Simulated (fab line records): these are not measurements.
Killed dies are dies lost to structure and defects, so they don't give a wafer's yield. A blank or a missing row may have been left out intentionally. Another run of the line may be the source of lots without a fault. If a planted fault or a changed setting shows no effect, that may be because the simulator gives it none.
Struck lot and sound lot, side by side	flow n5Finfet	38 out of 1938 route steps
Sound: these wafers, L396.2, L396.3, L396.4. Struck: wafer L412.1 (left out: L412.3, L412.4 of the same lot, which were not struck); the cause appears at the end.
Per side, at each step with rows, come the tool, then ch with its chambers, and then its first start. Under that, the readings that differ: sound wafers	struck wafers	difference of the means	sigmas: that difference in standard deviations of wafers without a fault.
alike: readings with means less than 2 such deviations apart, plus words and numbers identical on both sides. not compared: withheld readings, readings lacking a value on some wafer, bounds such as >300 that could conceal the same value, and numbers that have no deviation in the record and whose values overlap.
A row with sigmas, a row that says differs or no value, or rows on one side alone: a step with any of these is where the two part. Non-overlapping numbers with no deviation appear without sigmas and do not part them. A reading that every wafer of one side lacks parts them only if that side has two wafers or more.

first, 9 steps without rows for these wafers: N5_BEOL_M4_COAT_68 (time 60 s, resist thk 12 nm); N5_BEOL_M4_COAT_76 (time 60 s, resist thk 5 nm); N5_BEOL_M4_COAT_22 (resist thk 30 nm); N5_BEOL_M4_EBR_24; N5_BEOL_M4_SOFTBAKE_23 (time 60 s); N5_BEOL_M4_EXPOSE_25 (exposes mask V3, defocus 5 nm); N5_BEOL_M4_PEB_26 (peb time 60 s); N5_BEOL_M4_DEVELOP_27 (develop time 30 s); N5_BEOL_M4_DESCUM_33 (chemistry O2, time 7 s).
N5_BEOL_M4_ETCH_77: etches underlayer in N2/H2, target depth 6.5 nm, time 5.2 s.
  sound on rieDiel-05 ch 1,2,3, day 7 11:48; struck on rieDiel-05 ch 3, day 11 14:02
  alike: biasW, drypumpMotorCurrentA, etchRfOnTimeS, n2FlowSccm, oesProductAu, rfFwdPowerW, rfVppV, showerheadPlenumPTorr, throttleValvePct
  not compared: rfHoursCounterH
then, 27 steps without rows for these wafers: N5_BEOL_M4_ETCH_69 (etches SiARC in CF4, target depth 15.6 nm, time 26 s); N5_BEOL_M4_ALD_98 (deposits SiO2, target thk 2.5 nm, pulse time 1 s, co reactant pulse time 1 s); N5_BEOL_M4_ETCHBACK_99 (etches SiO2 in CHF3, target depth 5 nm, time 10.4 s); N5_BEOL_M4_ETCH_70 (etches SOC in N2/H2, target depth 80 nm, overetch 24 nm, time 130 s); N5_BEOL_M4_STRIP_71 (strips in N2/H2); N5_BEOL_M4_STRIP_78 (strips in N2/H2); N5_BEOL_M4_VIA_ETCH_34 (etches the open film in C4F6/O2, target depth 69.4 nm, time 65.9 s); N5_BEOL_M4_STRIP_83 (strips in C4F6/O2); N5_BEOL_M4_STRIP_36 (strips in N2/H2); N5_BEOL_M4_TRENCH_ETCH_37 (etches SiOC in C4F6/O2, target depth 55.555 nm, time 29.2 s); N5_BEOL_M4_ETCH_41 (etches SiCN in CH3F/O2, target depth 29.9 nm, time 52.5 s); N5_BEOL_M4_STRIP_97 (strips in N2/H2, time 10 s); N5_BEOL_M4_HM_STRIP_39 (strips TiN in peroxide tin strip, target depth 25 nm, time 158 s); N5_BEOL_M4_SRD_40 (time 30 s); N5_BEOL_M4_PRECLEAN_42 (cleans in residue remover, time 60 s); N5_BEOL_M4_SRD_43 (time 30 s); N5_BEOL_M4_DEGAS_44 (time 60 s); N5_BEOL_M4_PRE_CLEAN_45 (time 30 s); N5_BEOL_M4_ALD_84 (deposits TaN, pulse time 2 s, purge time 3 s, co reactant purge time 2 s); N5_BEOL_M4_SURFACE_TREAT_85; N5_BEOL_M4_CVD_47 (deposits Co from CCTBA/H2, target thk 3 nm, time 223.8 s); N5_BEOL_M4_SPUTTER_48 (material Cu, target thk 4.5 nm, time 8.29 s); N5_BEOL_M4_ANNEAL_49 (time 240 s); N5_BEOL_M4_SPUTTER_79 (material Cu, target thk 4.5 nm, time 8.29 s); N5_BEOL_M4_ANNEAL_80 (time 240 s); N5_BEOL_M4_SPUTTER_81 (material Cu, target thk 4.5 nm, time 8.29 s); N5_BEOL_M4_ANNEAL_82 (time 240 s).
-- here the record skips 5 days between the struck wafers' starts before and after, leaving off in module BEOL_M4 and picking up in module PASSIVATION (first step shown: number 1936 of the route) --
N5_PASSIVATION_PROBE_49:
  struck on prober-02, day 16 20:34; sound on prober-02, day 12 05:48
reading	sound	struck	difference	sigmas
defectLimitedYield (%)	90.5 90.6 91.3	79.2	-11.6	-8
killed_at_M4_up	16 26 17	140	+120	+22
killedAtContacts	10 11 10	28	+18	+3
killedDies	112 111 103	246	+137	+9
sort_bin_5_function (%)	5.9 5.3 5.8	12.5	+6.8	+8
sortNPass	1068 1069 1075	934	-137	-5
sortYieldPct (%)	90.5 90.6 91.1	79.2	-11.5	-5
  alike: killed_at_M0_to_M3, killedAtFrontEnd, killedAtOther, killedOpen, killedShort, sort_bin_4_leakage, sort_bin_6_memory

WHERE THEY PART
At N5_PASSIVATION_PROBE_49 and nowhere else, as far as this record goes.

WHY: what had been put in by the simulator
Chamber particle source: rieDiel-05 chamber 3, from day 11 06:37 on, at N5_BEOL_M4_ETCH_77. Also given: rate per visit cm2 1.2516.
